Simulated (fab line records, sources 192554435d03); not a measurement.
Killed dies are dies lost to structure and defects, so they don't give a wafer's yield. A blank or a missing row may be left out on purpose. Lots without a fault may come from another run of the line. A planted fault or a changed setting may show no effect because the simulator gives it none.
Split-lot experiment | flow n5_finfet | 7 lots, 21 wafers read, on a route of 1938 steps

THE SPLIT
At N5_GATE_CUT_EXPOSE_10 (exposes mask GATE CUT, target cd 20 nm), the setting dose_mj was moved away from the recipe's 43.25 on 8 of the 21 wafers read, by -4.6% to +7.4%. The other wafers ran this setting at the recipe's value.

FROM THE SPLIT TO THE READING: what the file shows between them, 2 steps
- N5_GATE_CUT_PEB_11: peb time 60 s
- N5_GATE_CUT_DEVELOP_12: develop time 30 s

THE READING
cd_nm, in nm, at N5_GATE_CUT_CD_MEAS_13 (target cd 20 nm). Fault-free wafers of this fab line usually give 20.04 nm, standard deviation 0.23 nm.

wafer  | tool, chamber at the split | dose_mj as run | against the recipe | cd_nm, nm | against lot-mates on the recipe
L075.2 | euv_scanner-02, 0          | 43.25          | recipe             | 20.18     | -
L075.3 | euv_scanner-02, 0          | 43.25          | recipe             | 20.04     | -
L075.6 | euv_scanner-02, 0          | 43.25          | recipe             | 19.76     | -
L076.1 | euv_scanner-02, 0          | 41.43          | -4.2%              | 19.05     | -0.98
L076.2 | euv_scanner-02, 0          | 43.25          | recipe             | 19.63     | -
L076.3 | euv_scanner-02, 0          | 43.25          | recipe             | 20.43     | -
L077.1 | euv_scanner-02, 0          | 41.28          | -4.6%              | 18.94     | -1.18
L077.2 | euv_scanner-02, 0          | 41.28          | -4.6%              | 19.15     | -0.97
L077.3 | euv_scanner-02, 0          | 43.25          | recipe             | 20.12     | -
L083.3 | euv_scanner-02, 0          | 46.44          | +7.4%              | 21.51     | +1.31
L083.4 | euv_scanner-02, 0          | 43.25          | recipe             | 20.15     | -
L083.5 | euv_scanner-02, 0          | 43.25          | recipe             | 20.25     | -
L085.2 | euv_scanner-01, 0          | 43.25          | recipe             | 19.94     | -
L085.4 | euv_scanner-01, 0          | 44.72          | +3.4%              | 20.55     | +0.61
L085.6 | euv_scanner-01, 0          | 44.72          | +3.4%              | 20.49     | +0.55
L092.1 | euv_scanner-01, 0          | 46.15          | +6.7%              | 21.24     | +1.42
L092.3 | euv_scanner-01, 0          | 46.15          | +6.7%              | 21.31     | +1.49
L092.6 | euv_scanner-01, 0          | 43.25          | recipe             | 19.82     | -
L096.3 | euv_scanner-01, 0          | 43.25          | recipe             | 19.82     | -
L096.4 | euv_scanner-01, 0          | 43.25          | recipe             | 19.80     | -
L096.5 | euv_scanner-01, 0          | 43.25          | recipe             | 19.43     | -

THE FIT
A straight line over all 21 wafers: cd_nm changes by +0.2 nm for each +1% of dose_mj; r = +0.95; the points scatter about the line by 0.23 nm.
The same after taking each lot's own level away (the mean of its wafers on the recipe; 21 wafers): +0.21 nm for each +1%; r = +0.97; scatter 0.18 nm.
On that fit, the largest move of dose_mj shifts the reading by 1.5 nm.
The lots' own levels span 19.683 to 20.200 nm, that is 2.2 times the standard deviation above.
So the lot-to-lot level changes the slope little: the two slopes agree.
Check: with one of the wafers moved furthest among these (+7.4%) left out of the fit, the line predicts +1.58 nm for it against its lot-mates. It came out at +1.31 nm against them.

OTHER SPLITS ON THESE WAFERS
These wafers also went through other splits before the reading. Each is held against what the fit with the lots' levels taken away leaves over:
other split on the same wafers | wafers away from the commonest value | r with cd_nm (lot level and that fit taken away)
N5_HKMG_FIN_EXPOSE_46 dose_mj  | 4                                    | +0.26

THE WHOLE CHAIN: every reading that the file lists as answering this split, in the file's order
step                   | what it does                                                       | reading                                                         | change (the file's fit)               | r (the file's)
N5_GATE_CUT_CD_MEAS_13 | target cd 20 nm                                                    | cd_nm                                                           | +0.204 nm for each +1% of the setting | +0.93
N5_GATE_CUT_DESCUM_18  | chemistry O2, time 7 s                                             | GATE_CUT.cd_nm (the simulator's own value, which no gauge read) | +0.232 nm for each +1% of the setting | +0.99
N5_GATE_CUT_ETCH_37    | etches SOC in N2/H2, target depth 60 nm, overetch 12 nm, time 90 s | GATE_CUT.cd_nm (the simulator's own value, which no gauge read) | +0.212 nm for each +1% of the setting | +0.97
N5_GATE_CUT_HM_OPEN_40 | chemistry C4F6/O2, target SiO2, target depth 139 nm, time 85.1 s   | GATE_CUT.cd_nm (the simulator's own value, which no gauge read) | +0.221 nm for each +1% of the setting | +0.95
N5_GATE_CUT_ETCH_47    | etches SiO2 in Cl2/BCl3, target depth 10 nm                        | GATE_CUT.cd_nm (the simulator's own value, which no gauge read) | +0.238 nm for each +1% of the setting | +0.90

THE FILE'S OWN FIT
cd_nm changes by +0.204 nm for each +1% of dose_mj, r = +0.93.
